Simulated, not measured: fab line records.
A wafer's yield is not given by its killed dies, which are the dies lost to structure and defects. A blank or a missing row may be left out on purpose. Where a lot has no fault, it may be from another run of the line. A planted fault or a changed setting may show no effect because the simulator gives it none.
A lot that was struck, set against a sound lot | flow nand harc | 15 steps out of a route of 1159
Sound: these wafers, L576.2, L576.4, L576.5. Wafers L593.3, L593.4, L593.5 were the ones struck. At the end, the cause is stated.
Each step with rows lists, per side, the tool, then ch with its chambers, then its first start. Under that, the readings that differ: sound wafers | struck wafers | difference of the means | sigmas: that difference in standard deviations of wafers without a fault.
alike: same words and numbers on both sides, and readings whose means sit less than 2 such deviations apart. not compared: any withheld reading, any reading some wafer has no value for, any bound like >300 that may hide the same value, and any number with overlapping values for which the record gives no deviation.
The two part at a step that has a row with sigmas, a row that says differs or no value, or rows on one side only. When numbers do not overlap yet have no deviation, they are printed without sigmas and do not part them. Lack of a reading on every wafer of one side parts them only where that side has two or more wafers.

NHARC_P_CONTACT_INSPECT_14:
  sound: defect inspect-01 at day 5 22:47; struck: defect inspect-01 at day 10 09:26
  reading          | sound | struck  | difference | sigmas
  raw defect count | 3 2 1 | 13 9 10 | +9         | +3
NHARC_P_CONTACT_DESCUM_17: chemistry O2, time 3 s.
  sound on rie diel-03 ch 2,3, day 5 22:50; struck on rie diel-13 ch 0,1,3, day 10 09:29
  alike: drypump motor current A, oes product au, rf vpp V, showerhead plenum p Torr, throttle valve pct
  not compared: rf hours counter h
then, 1 step without rows for these wafers: NHARC_P_CONTACT_ETCH_35 (etches the open film in CF4, target depth 39 nm, time 65 s).
NHARC_P_CONTACT_ETCH_36: etches the open film in N2/H2, target depth 260 nm, time 406.25 s.
  sound on rie diel-03 ch 1,2,3; struck on rie diel-13 ch 0,1,3
  alike: drypump motor current A, oes product au, rf vpp V, showerhead plenum p Torr, throttle valve pct
  not compared: rf hours counter h
then, 2 steps without rows for these wafers: NHARC_P_CONTACT_ETCH_18 (etches the open film in C4F8/O2/Ar, target depth 481 nm, time 240.5 s); NHARC_P_CONTACT_STRIP_37 (strips in C4F8/O2/Ar).
NHARC_P_CONTACT_ETCH_31: etches the open film in CH3F/O2, target depth 30 nm, time 85.7 s.
  sound on rie diel-03 ch 0,1,3; struck on rie diel-13 ch 0,3
  alike: drypump motor current A, oes product au, rf vpp V, showerhead plenum p Torr, throttle valve pct
  not compared: rf hours counter h
NHARC_P_CONTACT_CD_MEAS_19:
  sound: cd sem-01 at day 5 23:43; struck: cd sem-02 at day 10 10:22
  alike: cd nm
then, 2 steps without rows for these wafers: NHARC_P_CONTACT_STRIP_28 (strips in O2); NHARC_P_CONTACT_STRIP_29 (strips in post etch residue remover, time 1200 s).
NHARC_P_CONTACT_DEGAS_38: time 60 s.
  sound: pvd sputter-01 at day 6 00:26; struck: pvd sputter-03 at day 10 11:04
  alike: heater power w
then, 1 step without rows for these wafers: NHARC_P_CONTACT_PRE_CLEAN_39 (time 19.5 s).
NHARC_P_CONTACT_PVD_32: deposits Ti, target thk 5 nm, time 17.7 s.
  sound: pvd sputter-01 at day 6 00:33; struck: pvd sputter-03 at day 10 11:11
  reading                | sound                | struck               | difference | sigmas
  cathode dc power W (W) | 4999.0 4999.9 5000.7 | 5594.6 5593.9 5594.9 | +594.6     | +99 or more
  alike: throttle valve pct
NHARC_P_CONTACT_ALD_22: deposits TiN, target thk 3 nm, pulse time 1 s, ald cycles 150.
  sound on ald metal-03 ch 0,1,2, day 6 00:43; struck on ald metal-02 ch 0,3, day 10 11:20
  alike: heater power w, precursor pulse height rel
after that, 1 step had no rows for these wafers: NHARC_END_SORT_01.

== WHERE THEY PART ==
At NHARC_P_CONTACT_INSPECT_14 first; at NHARC_P_CONTACT_PVD_32 last (within this record only). Later steps at which nothing parts them and some readings are alike: NHARC_P_CONTACT_ALD_22.

WHY: what had been put in by the simulator
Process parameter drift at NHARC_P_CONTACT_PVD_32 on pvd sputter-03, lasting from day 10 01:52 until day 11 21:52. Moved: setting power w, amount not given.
